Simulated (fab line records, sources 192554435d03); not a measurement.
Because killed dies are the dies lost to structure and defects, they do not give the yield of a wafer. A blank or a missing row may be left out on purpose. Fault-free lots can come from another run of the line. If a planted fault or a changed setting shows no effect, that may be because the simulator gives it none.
Which of the tools did it? / flow n5 finfet / 72 wafers from 24 lots sampled at 5 of the route's 1938 steps

WHAT EACH GAUGE READ, for each wafer
N5_BEOL_M9_OVL_MEAS_12. Usual: for M9_OVL the level is -0.1 nm and the standard deviation is 0.83.
lot=L074; measured=day 11 01:02; on=overlay-01; M9_OVL (nm)=0.1 0.0 -0.2; flag=
lot=L075; measured=day 11 21:17; on=overlay-01; M9_OVL (nm)=1.2 0.5 0.6; flag=
lot=L078; measured=day 12 02:25; on=overlay-01; M9_OVL (nm)=-0.1 -0.2 0.1; flag=
lot=L076; measured=day 12 05:43; on=overlay-01; M9_OVL (nm)=-1.0 -1.3 -1.2; flag=
lot=L077; measured=day 12 06:42; on=overlay-02; M9_OVL (nm)=-0.9 -0.9 -0.4; flag=
lot=L079; measured=day 12 15:49; on=overlay-02; M9_OVL (nm)=0.7 0.4 1.6; flag=
lot=L083; measured=day 13 02:16; on=overlay-02; M9_OVL (nm)=0.1 -0.3 0.0; flag=
lot=L082; measured=day 13 04:19; on=overlay-02; M9_OVL (nm)=-0.7 0.3 -0.6; flag=
lot=L080; measured=day 13 12:13; on=overlay-02; M9_OVL (nm)=0.2 0.8 0.0; flag=
lot=L081; measured=day 13 18:10; on=overlay-01; M9_OVL (nm)=0.1 0.8 -0.3; flag=
lot=L084; measured=day 14 01:03; on=overlay-01; M9_OVL (nm)=0.1 1.7 0.6; flag=
lot=L085; measured=day 14 06:02; on=overlay-02; M9_OVL (nm)=0.6 0.1 0.4; flag=
lot=L088; measured=day 14 14:13; on=overlay-02; M9_OVL (nm)=0.9 1.9 1.7; flag=
lot=L087; measured=day 14 23:17; on=overlay-01; M9_OVL (nm)=-0.2 -0.8 0.1; flag=
lot=L089; measured=day 15 01:49; on=overlay-02; M9_OVL (nm)=-0.1 0.4 0.3; flag=
lot=L086; measured=day 15 07:14; on=overlay-02; M9_OVL (nm)=-1.4 -0.8 -1.0; flag=
lot=L091; measured=day 15 09:45; on=overlay-02; M9_OVL (nm)=0.3 0.4 -0.1; flag=
lot=L093; measured=day 16 00:23; on=overlay-02; M9_OVL (nm)=-0.7 -0.6 -0.6; flag=
lot=L092; measured=day 16 02:32; on=overlay-01; M9_OVL (nm)=0.4 -0.7 -0.2; flag=
lot=L090; measured=day 16 08:13; on=overlay-01; M9_OVL (nm)=-0.1 -0.1 -0.4; flag=
lot=L094; measured=day 16 17:39; on=overlay-01; M9_OVL (nm)=-1.0 -0.4 0.2; flag=
lot=L096; measured=day 17 00:25; on=overlay-01; M9_OVL (nm)=-1.8 -1.2 -1.3; flag=
lot=L097; measured=day 17 09:41; on=overlay-01; M9_OVL (nm)=-1.7 -0.6 -2.6; flag=
lot=L095; measured=day 17 17:27; on=overlay-02; M9_OVL (nm)=0.2 0.6 -0.9; flag=

N5_BEOL_M9_THK_MEAS_53: measures by xrf. Usual: for M9_THK the level is 138 nm and the standard deviation is 3.6.
lot=L074; measured=day 11 07:57; on=film metro-01; M9_THK (nm)=136 137 139; flag=
lot=L075; measured=day 12 02:56; on=film metro-02; M9_THK (nm)=137 136 133; flag=
lot=L078; measured=day 12 06:41; on=film metro-02; M9_THK (nm)=136 134 137; flag=
lot=L076; measured=day 12 09:41; on=film metro-02; M9_THK (nm)=137 140 141; flag=
lot=L077; measured=day 12 13:32; on=film metro-02; M9_THK (nm)=136 141 137; flag=
lot=L079; measured=day 12 21:47; on=film metro-02; M9_THK (nm)=134 138 140; flag=
lot=L083; measured=day 13 06:24; on=film metro-02; M9_THK (nm)=136 140 138; flag=
lot=L082; measured=day 13 09:28; on=film metro-02; M9_THK (nm)=140 140 141; flag=
lot=L080; measured=day 13 16:26; on=film metro-02; M9_THK (nm)=145 139 145; flag=
lot=L081; measured=day 14 03:20; on=film metro-01; M9_THK (nm)=135 136 143; flag=
lot=L084; measured=day 14 07:19; on=film metro-02; M9_THK (nm)=139 138 139; flag=
lot=L085; measured=day 14 11:35; on=film metro-01; M9_THK (nm)=131 141 144; flag=
lot=L088; measured=day 14 21:53; on=film metro-01; M9_THK (nm)=140 143 136; flag=
lot=L087; measured=day 15 04:16; on=film metro-02; M9_THK (nm)=145 141 131; flag=
lot=L089; measured=day 15 10:06; on=film metro-02; M9_THK (nm)=137 138 143; flag=
lot=L086; measured=day 15 11:24; on=film metro-01; M9_THK (nm)=137 131 139; flag=
lot=L091; measured=day 15 14:23; on=film metro-01; M9_THK (nm)=143 136 142; flag=
lot=L093; measured=day 16 04:50; on=film metro-01; M9_THK (nm)=136 138 136; flag=
lot=L092; measured=day 16 06:40; on=film metro-02; M9_THK (nm)=137 138 137; flag=
lot=L090; measured=day 16 13:15; on=film metro-01; M9_THK (nm)=141 142 144; flag=
lot=L094; measured=day 17 02:37; on=film metro-02; M9_THK (nm)=133 136 138; flag=
lot=L096; measured=day 17 05:33; on=film metro-01; M9_THK (nm)=133 146 137; flag=
lot=L097; measured=day 17 18:23; on=film metro-02; M9_THK (nm)=136 141 136; flag=
lot=L095; measured=day 17 23:25; on=film metro-02; M9_THK (nm)=136 145 137; flag=

WHAT TOOL EACH LOT RAN ON (gives the tool, then ch and the chambers of the sampled wafers, and finally the start)
lot=L074; N5_BEOL_M8_CMP_52=cmp-01 ch 0,2,3, day 10 21:42; N5_BEOL_M9_ETCH_65=rie diel-06 ch 0,1,3, day 11 04:55; N5_BEOL_M9_PRE_CLEAN_45=pvd sputter-01, day 11 05:58
lot=L075; N5_BEOL_M8_CMP_52=cmp-03 ch 1,2, day 11 18:19; N5_BEOL_M9_ETCH_65=rie diel-06 ch 2,3, day 11 22:36; N5_BEOL_M9_PRE_CLEAN_45=pvd sputter-03, day 12 01:20
lot=L078; N5_BEOL_M8_CMP_52=cmp-01 ch 0,3, day 11 23:12; N5_BEOL_M9_ETCH_65=rie diel-03 ch 0,2,3, day 12 03:34; N5_BEOL_M9_PRE_CLEAN_45=pvd sputter-02, day 12 04:48
lot=L076; N5_BEOL_M8_CMP_52=cmp-04 ch 1,2,3, day 12 03:52; N5_BEOL_M9_ETCH_65=rie diel-03 ch 1,2, day 12 06:46; N5_BEOL_M9_PRE_CLEAN_45=pvd sputter-02, day 12 08:02
lot=L077; N5_BEOL_M8_CMP_52=cmp-01 ch 0,2,3, day 12 04:19; N5_BEOL_M9_ETCH_65=rie diel-06 ch 0,2,3, day 12 10:07; N5_BEOL_M9_PRE_CLEAN_45=pvd sputter-02, day 12 12:12
lot=L079; N5_BEOL_M8_CMP_52=cmp-04 ch 1,2,3, day 12 12:16; N5_BEOL_M9_ETCH_65=rie diel-03 ch 1,2,3, day 12 18:06; N5_BEOL_M9_PRE_CLEAN_45=pvd sputter-03, day 12 19:08
lot=L083; N5_BEOL_M8_CMP_52=cmp-01 ch 1,2,3, day 13 00:28; N5_BEOL_M9_ETCH_65=rie diel-06 ch 0,2,3, day 13 03:16; N5_BEOL_M9_PRE_CLEAN_45=pvd sputter-03, day 13 04:20
lot=L082; N5_BEOL_M8_CMP_52=cmp-04 ch 0,1, day 13 01:30; N5_BEOL_M9_ETCH_65=rie diel-06 ch 0,1,3, day 13 06:52; N5_BEOL_M9_PRE_CLEAN_45=pvd sputter-03, day 13 08:06
lot=L080; N5_BEOL_M8_CMP_52=cmp-03 ch 0,2, day 13 09:29; N5_BEOL_M9_ETCH_65=rie diel-02 ch 0,1,2, day 13 13:20; N5_BEOL_M9_PRE_CLEAN_45=pvd sputter-03, day 13 14:41
lot=L081; N5_BEOL_M8_CMP_52=cmp-04 ch 0,1,3, day 13 14:13; N5_BEOL_M9_ETCH_65=rie diel-02 ch 0,2,3, day 14 00:21; N5_BEOL_M9_PRE_CLEAN_45=pvd sputter-03, day 14 01:20
lot=L084; N5_BEOL_M8_CMP_52=cmp-04 ch 1,2, day 13 19:31; N5_BEOL_M9_ETCH_65=rie diel-06 ch 0,1,3, day 14 04:33; N5_BEOL_M9_PRE_CLEAN_45=pvd sputter-01, day 14 05:56
lot=L085; N5_BEOL_M8_CMP_52=cmp-01 ch 0,2,3, day 14 02:33; N5_BEOL_M9_ETCH_65=rie diel-02 ch 1,2,3, day 14 08:37; N5_BEOL_M9_PRE_CLEAN_45=pvd sputter-03, day 14 09:49
lot=L088; N5_BEOL_M8_CMP_52=cmp-01 ch 0,1, day 14 11:33; N5_BEOL_M9_ETCH_65=rie diel-03 ch 0,1,3, day 14 19:25; N5_BEOL_M9_PRE_CLEAN_45=pvd sputter-02, day 14 20:26
lot=L087; N5_BEOL_M8_CMP_52=cmp-01 ch 0,2,3, day 14 20:23; N5_BEOL_M9_ETCH_65=rie diel-02 ch 1,2,3, day 15 01:12; N5_BEOL_M9_PRE_CLEAN_45=pvd sputter-03, day 15 02:12
lot=L089; N5_BEOL_M8_CMP_52=cmp-01 ch 1,2, day 14 22:14; N5_BEOL_M9_ETCH_65=rie diel-03 ch 0,1,2, day 15 04:45; N5_BEOL_M9_PRE_CLEAN_45=pvd sputter-01, day 15 06:40
lot=L086; N5_BEOL_M8_CMP_52=cmp-03 ch 0,3, day 15 05:25; N5_BEOL_M9_ETCH_65=rie diel-03 ch 0,1,2, day 15 08:22; N5_BEOL_M9_PRE_CLEAN_45=pvd sputter-03, day 15 09:31
lot=L091; N5_BEOL_M8_CMP_52=cmp-04 ch 0,2,3, day 15 07:07; N5_BEOL_M9_ETCH_65=rie diel-02 ch 0,1,2, day 15 11:20; N5_BEOL_M9_PRE_CLEAN_45=pvd sputter-02, day 15 12:32
lot=L093; N5_BEOL_M8_CMP_52=cmp-03 ch 0,2,3, day 15 22:24; N5_BEOL_M9_ETCH_65=rie diel-06 ch 0,3, day 16 01:26; N5_BEOL_M9_PRE_CLEAN_45=pvd sputter-02, day 16 02:48
lot=L092; N5_BEOL_M8_CMP_52=cmp-01 ch 1,2,3, day 16 00:21; N5_BEOL_M9_ETCH_65=rie diel-03 ch 1,2,3, day 16 03:56; N5_BEOL_M9_PRE_CLEAN_45=pvd sputter-03, day 16 05:07
lot=L090; N5_BEOL_M8_CMP_52=cmp-01 ch 1,3, day 16 05:12; N5_BEOL_M9_ETCH_65=rie diel-06 ch 0,1,3, day 16 09:29; N5_BEOL_M9_PRE_CLEAN_45=pvd sputter-01, day 16 11:19
lot=L094; N5_BEOL_M8_CMP_52=cmp-04 ch 2,3, day 16 13:11; N5_BEOL_M9_ETCH_65=rie diel-06 ch 0,1,2, day 16 23:56; N5_BEOL_M9_PRE_CLEAN_45=pvd sputter-03, day 17 01:05
lot=L096; N5_BEOL_M8_CMP_52=cmp-04 ch 0,2,3, day 16 18:44; N5_BEOL_M9_ETCH_65=rie diel-02 ch 0,1,3, day 17 03:04; N5_BEOL_M9_PRE_CLEAN_45=pvd sputter-01, day 17 04:02
lot=L097; N5_BEOL_M8_CMP_52=cmp-01 ch 0,2,3, day 17 07:19; N5_BEOL_M9_ETCH_65=rie diel-02 ch 1,2, day 17 11:34; N5_BEOL_M9_PRE_CLEAN_45=pvd sputter-02, day 17 16:56
lot=L095; N5_BEOL_M8_CMP_52=cmp-04 ch 0,1,3, day 17 11:32; N5_BEOL_M9_ETCH_65=rie diel-02 ch 0,1, day 17 20:56; N5_BEOL_M9_PRE_CLEAN_45=pvd sputter-03, day 17 22:02
- N5_BEOL_M8_CMP_52: polishes, stops on SiCOH lowk, t overpolish 6.9 s, target thk 80 nm.
- N5_BEOL_M9_ETCH_65: etches SiARC in CF4, target depth 15.6 nm, time 26 s.
- N5_BEOL_M9_PRE_CLEAN_45: time 30 s.

AS READ BY THE TOOLS THEMSELVES (means over the sampled wafers that have a number; for cases with no such wafer, the mark the record gives instead)
N5_BEOL_M8_CMP_52. Usual: barrier field endpoint s 29.2 s, standard deviation 0.81; motor current A 6.1 A, standard deviation 0.54; overpolish run s 6.899 s, standard deviation 0.0098; time to endpoint s 64 s, standard deviation 3.9.
lot=L074; tool=cmp-01; barrier field endpoint s (s)=29.8; motor current A (A)=6.3; overpolish run s (s)=6.897; time to endpoint s (s)=63; flag=
lot=L075; tool=cmp-03; barrier field endpoint s (s)=28.6; motor current A (A)=6.2; overpolish run s (s)=6.898; time to endpoint s (s)=62; flag=
lot=L078; tool=cmp-01; barrier field endpoint s (s)=29.2; motor current A (A)=6.1; overpolish run s (s)=6.895; time to endpoint s (s)=65; flag=
lot=L076; tool=cmp-04; barrier field endpoint s (s)=29.4; motor current A (A)=6.3; overpolish run s (s)=6.892; time to endpoint s (s)=64; flag=
lot=L077; tool=cmp-01; barrier field endpoint s (s)=29.4; motor current A (A)=6.3; overpolish run s (s)=6.899; time to endpoint s (s)=63; flag=
lot=L079; tool=cmp-04; barrier field endpoint s (s)=29.7; motor current A (A)=6.1; overpolish run s (s)=6.893; time to endpoint s (s)=65; flag=
lot=L083; tool=cmp-01; barrier field endpoint s (s)=29.7; motor current A (A)=5.7; overpolish run s (s)=6.898; time to endpoint s (s)=66; flag=
lot=L082; tool=cmp-04; barrier field endpoint s (s)=29.5; motor current A (A)=6.3; overpolish run s (s)=6.899; time to endpoint s (s)=69; flag=
lot=L080; tool=cmp-03; barrier field endpoint s (s)=28.7; motor current A (A)=6.5; overpolish run s (s)=6.900; time to endpoint s (s)=61; flag=
lot=L081; tool=cmp-04; barrier field endpoint s (s)=30.2; motor current A (A)=6.5; overpolish run s (s)=6.903; time to endpoint s (s)=68; flag=
lot=L084; tool=cmp-04; barrier field endpoint s (s)=30.0; motor current A (A)=6.4; overpolish run s (s)=6.891; time to endpoint s (s)=66; flag=
lot=L085; tool=cmp-01; barrier field endpoint s (s)=28.9; motor current A (A)=6.4; overpolish run s (s)=6.898; time to endpoint s (s)=66; flag=
lot=L088; tool=cmp-01; barrier field endpoint s (s)=28.0; motor current A (A)=6.0; overpolish run s (s)=6.908; time to endpoint s (s)=59; flag=
lot=L087; tool=cmp-01; barrier field endpoint s (s)=29.0; motor current A (A)=6.1; overpolish run s (s)=6.898; time to endpoint s (s)=65; flag=
lot=L089; tool=cmp-01; barrier field endpoint s (s)=28.5; motor current A (A)=5.8; overpolish run s (s)=6.901; time to endpoint s (s)=59; flag=
lot=L086; tool=cmp-03; barrier field endpoint s (s)=29.5; motor current A (A)=6.4; overpolish run s (s)=6.893; time to endpoint s (s)=66; flag=
lot=L091; tool=cmp-04; barrier field endpoint s (s)=30.1; motor current A (A)=6.0; overpolish run s (s)=6.909; time to endpoint s (s)=64; flag=
lot=L093; tool=cmp-03; barrier field endpoint s (s)=29.2; motor current A (A)=6.4; overpolish run s (s)=6.902; time to endpoint s (s)=64; flag=
lot=L092; tool=cmp-01; barrier field endpoint s (s)=28.4; motor current A (A)=5.5; overpolish run s (s)=6.897; time to endpoint s (s)=62; flag=
lot=L090; tool=cmp-01; barrier field endpoint s (s)=29.1; motor current A (A)=5.7; overpolish run s (s)=6.899; time to endpoint s (s)=62; flag=
lot=L094; tool=cmp-04; barrier field endpoint s (s)=29.4; motor current A (A)=5.9; overpolish run s (s)=6.902; time to endpoint s (s)=63; flag=
lot=L096; tool=cmp-04; barrier field endpoint s (s)=29.2; motor current A (A)=6.1; overpolish run s (s)=6.903; time to endpoint s (s)=66; flag=
lot=L097; tool=cmp-01; barrier field endpoint s (s)=29.9; motor current A (A)=6.2; overpolish run s (s)=6.897; time to endpoint s (s)=65; flag=
lot=L095; tool=cmp-04; barrier field endpoint s (s)=28.8; motor current A (A)=6.4; overpolish run s (s)=6.890; time to endpoint s (s)=59; flag=

N5_BEOL_M9_ETCH_65. Usual: value, then standard deviation, for each; cf4 flow sccm 100.01 sccm / 0.29; drypump motor current A 5.6 A / 0.34; etch rf on time s 26.1 s / 0.94; oes product au 0.66 a.u. / 0.059; rf vpp V 184.0 V / 1.1; showerhead plenum p Torr 2.13 Torr / 0.073; throttle valve pct 15.64 % / 0.23.
lot=L074; tool=rie diel-06; cf4 flow sccm (sccm)=99.93; drypump motor current A (A)=5.6; etch rf on time s (s)=26.2; oes product au (a.u.)=0.68; rf vpp V (V)=184.2; showerhead plenum p Torr (Torr)=2.13; throttle valve pct (%)=15.59; flag=
lot=L075; tool=rie diel-06; cf4 flow sccm (sccm)=99.74; drypump motor current A (A)=5.9; etch rf on time s (s)=26.8; oes product au (a.u.)=0.63; rf vpp V (V)=183.4; showerhead plenum p Torr (Torr)=2.04; throttle valve pct (%)=15.75; flag=
lot=L078; tool=rie diel-03; cf4 flow sccm (sccm)=100.14; drypump motor current A (A)=5.4; etch rf on time s (s)=26.4; oes product au (a.u.)=0.64; rf vpp V (V)=185.5; showerhead plenum p Torr (Torr)=2.19; throttle valve pct (%)=15.72; flag=
lot=L076; tool=rie diel-03; cf4 flow sccm (sccm)=100.21; drypump motor current A (A)=6.1; etch rf on time s (s)=26.1; oes product au (a.u.)=0.62; rf vpp V (V)=183.0; showerhead plenum p Torr (Torr)=2.15; throttle valve pct (%)=15.72; flag=
lot=L077; tool=rie diel-06; cf4 flow sccm (sccm)=99.93; drypump motor current A (A)=5.7; etch rf on time s (s)=26.3; oes product au (a.u.)=0.66; rf vpp V (V)=182.9; showerhead plenum p Torr (Torr)=2.07; throttle valve pct (%)=15.61; flag=
lot=L079; tool=rie diel-03; cf4 flow sccm (sccm)=99.92; drypump motor current A (A)=5.6; etch rf on time s (s)=26.1; oes product au (a.u.)=0.61; rf vpp V (V)=184.4; showerhead plenum p Torr (Torr)=2.17; throttle valve pct (%)=15.79; flag=
lot=L083; tool=rie diel-06; cf4 flow sccm (sccm)=100.07; drypump motor current A (A)=5.7; etch rf on time s (s)=26.2; oes product au (a.u.)=0.66; rf vpp V (V)=182.4; showerhead plenum p Torr (Torr)=2.07; throttle valve pct (%)=15.62; flag=
lot=L082; tool=rie diel-06; cf4 flow sccm (sccm)=99.87; drypump motor current A (A)=5.6; etch rf on time s (s)=26.1; oes product au (a.u.)=0.67; rf vpp V (V)=183.5; showerhead plenum p Torr (Torr)=2.13; throttle valve pct (%)=15.62; flag=
lot=L080; tool=rie diel-02; cf4 flow sccm (sccm)=100.07; drypump motor current A (A)=5.5; etch rf on time s (s)=25.5; oes product au (a.u.)=0.67; rf vpp V (V)=184.7; showerhead plenum p Torr (Torr)=2.15; throttle valve pct (%)=15.58; flag=
lot=L081; tool=rie diel-02; cf4 flow sccm (sccm)=100.13; drypump motor current A (A)=5.5; etch rf on time s (s)=26.7; oes product au (a.u.)=0.62; rf vpp V (V)=184.2; showerhead plenum p Torr (Torr)=2.07; throttle valve pct (%)=15.70; flag=
lot=L084; tool=rie diel-06; cf4 flow sccm (sccm)=99.67; drypump motor current A (A)=5.6; etch rf on time s (s)=26.4; oes product au (a.u.)=0.67; rf vpp V (V)=183.3; showerhead plenum p Torr (Torr)=2.12; throttle valve pct (%)=15.63; flag=
lot=L085; tool=rie diel-02; cf4 flow sccm (sccm)=99.95; drypump motor current A (A)=5.5; etch rf on time s (s)=25.6; oes product au (a.u.)=0.64; rf vpp V (V)=183.9; showerhead plenum p Torr (Torr)=2.13; throttle valve pct (%)=15.69; flag=
lot=L088; tool=rie diel-03; cf4 flow sccm (sccm)=99.90; drypump motor current A (A)=5.8; etch rf on time s (s)=26.2; oes product au (a.u.)=0.64; rf vpp V (V)=185.4; showerhead plenum p Torr (Torr)=2.17; throttle valve pct (%)=15.80; flag=
lot=L087; tool=rie diel-02; cf4 flow sccm (sccm)=99.94; drypump motor current A (A)=5.5; etch rf on time s (s)=25.3; oes product au (a.u.)=0.64; rf vpp V (V)=184.2; showerhead plenum p Torr (Torr)=2.13; throttle valve pct (%)=15.71; flag=
lot=L089; tool=rie diel-03; cf4 flow sccm (sccm)=99.97; drypump motor current A (A)=5.9; etch rf on time s (s)=25.9; oes product au (a.u.)=0.70; rf vpp V (V)=183.5; showerhead plenum p Torr (Torr)=2.16; throttle valve pct (%)=15.52; flag=
lot=L086; tool=rie diel-03; cf4 flow sccm (sccm)=100.14; drypump motor current A (A)=6.0; etch rf on time s (s)=26.3; oes product au (a.u.)=0.69; rf vpp V (V)=183.6; showerhead plenum p Torr (Torr)=2.16; throttle valve pct (%)=15.52; flag=
lot=L091; tool=rie diel-02; cf4 flow sccm (sccm)=99.70; drypump motor current A (A)=5.5; etch rf on time s (s)=25.1; oes product au (a.u.)=0.65; rf vpp V (V)=184.1; showerhead plenum p Torr (Torr)=2.14; throttle valve pct (%)=15.61; flag=
lot=L093; tool=rie diel-06; cf4 flow sccm (sccm)=100.19; drypump motor current A (A)=5.6; etch rf on time s (s)=26.3; oes product au (a.u.)=0.67; rf vpp V (V)=184.3; showerhead plenum p Torr (Torr)=2.09; throttle valve pct (%)=15.53; flag=
lot=L092; tool=rie diel-03; cf4 flow sccm (sccm)=100.16; drypump motor current A (A)=5.6; etch rf on time s (s)=25.5; oes product au (a.u.)=0.67; rf vpp V (V)=184.3; showerhead plenum p Torr (Torr)=2.17; throttle valve pct (%)=15.67; flag=
lot=L090; tool=rie diel-06; cf4 flow sccm (sccm)=100.02; drypump motor current A (A)=5.6; etch rf on time s (s)=26.5; oes product au (a.u.)=0.65; rf vpp V (V)=183.4; showerhead plenum p Torr (Torr)=2.12; throttle valve pct (%)=15.67; flag=
lot=L094; tool=rie diel-06; cf4 flow sccm (sccm)=100.25; drypump motor current A (A)=5.6; etch rf on time s (s)=26.6; oes product au (a.u.)=0.67; rf vpp V (V)=183.2; showerhead plenum p Torr (Torr)=2.07; throttle valve pct (%)=15.59; flag=
lot=L096; tool=rie diel-02; cf4 flow sccm (sccm)=100.29; drypump motor current A (A)=5.5; etch rf on time s (s)=26.3; oes product au (a.u.)=0.69; rf vpp V (V)=183.5; showerhead plenum p Torr (Torr)=2.18; throttle valve pct (%)=15.47; flag=
lot=L097; tool=rie diel-02; cf4 flow sccm (sccm)=100.27; drypump motor current A (A)=5.5; etch rf on time s (s)=24.9; oes product au (a.u.)=0.63; rf vpp V (V)=183.4; showerhead plenum p Torr (Torr)=2.16; throttle valve pct (%)=15.74; flag=
lot=L095; tool=rie diel-02; cf4 flow sccm (sccm)=99.37; drypump motor current A (A)=5.5; etch rf on time s (s)=25.8; oes product au (a.u.)=0.65; rf vpp V (V)=184.0; showerhead plenum p Torr (Torr)=2.11; throttle valve pct (%)=15.55; flag=

N5_BEOL_M9_PRE_CLEAN_45. Usual: heater power w reads 328 W (standard deviation 23).
lot=L074; tool=pvd sputter-01; heater power w (W)=316; flag=
lot=L075; tool=pvd sputter-03; heater power w (W)=345; flag=
lot=L078; tool=pvd sputter-02; heater power w (W)=325; flag=
lot=L076; tool=pvd sputter-02; heater power w (W)=305; flag=
lot=L077; tool=pvd sputter-02; heater power w (W)=323; flag=
lot=L079; tool=pvd sputter-03; heater power w (W)=326; flag=
lot=L083; tool=pvd sputter-03; heater power w (W)=346; flag=
lot=L082; tool=pvd sputter-03; heater power w (W)=338; flag=
lot=L080; tool=pvd sputter-03; heater power w (W)=313; flag=
lot=L081; tool=pvd sputter-03; heater power w (W)=337; flag=
lot=L084; tool=pvd sputter-01; heater power w (W)=338; flag=
lot=L085; tool=pvd sputter-03; heater power w (W)=334; flag=
lot=L088; tool=pvd sputter-02; heater power w (W)=327; flag=
lot=L087; tool=pvd sputter-03; heater power w (W)=334; flag=
lot=L089; tool=pvd sputter-01; heater power w (W)=351; flag=
lot=L086; tool=pvd sputter-03; heater power w (W)=347; flag=
lot=L091; tool=pvd sputter-02; heater power w (W)=310; flag=
lot=L093; tool=pvd sputter-02; heater power w (W)=340; flag=
lot=L092; tool=pvd sputter-03; heater power w (W)=326; flag=
lot=L090; tool=pvd sputter-01; heater power w (W)=345; flag=
lot=L094; tool=pvd sputter-03; heater power w (W)=325; flag=
lot=L096; tool=pvd sputter-01; heater power w (W)=340; flag=
lot=L097; tool=pvd sputter-02; heater power w (W)=300; flag=
lot=L095; tool=pvd sputter-03; heater power w (W)=315; flag=

THE ANSWER, worked out from the rows above alone
Rule: lot off if the mean of its wafers having a number is beyond 3 standard deviations from the usual mean. Also off: a lot with no number at a reading for which 4 or more lots have one. The other lots that the step has rows for count as sound. After the gauges, taken in route order, come the tools' own readings; for these a lot's mean is taken, as printed above. The first step at which some lot is off is used, and at that step the reading that is off furthest; a lot without a number counts as furthest.
No lot is off on any of the readings shown, so nothing can be concluded from this.

WHAT THE SIMULATOR HAD PUT IN
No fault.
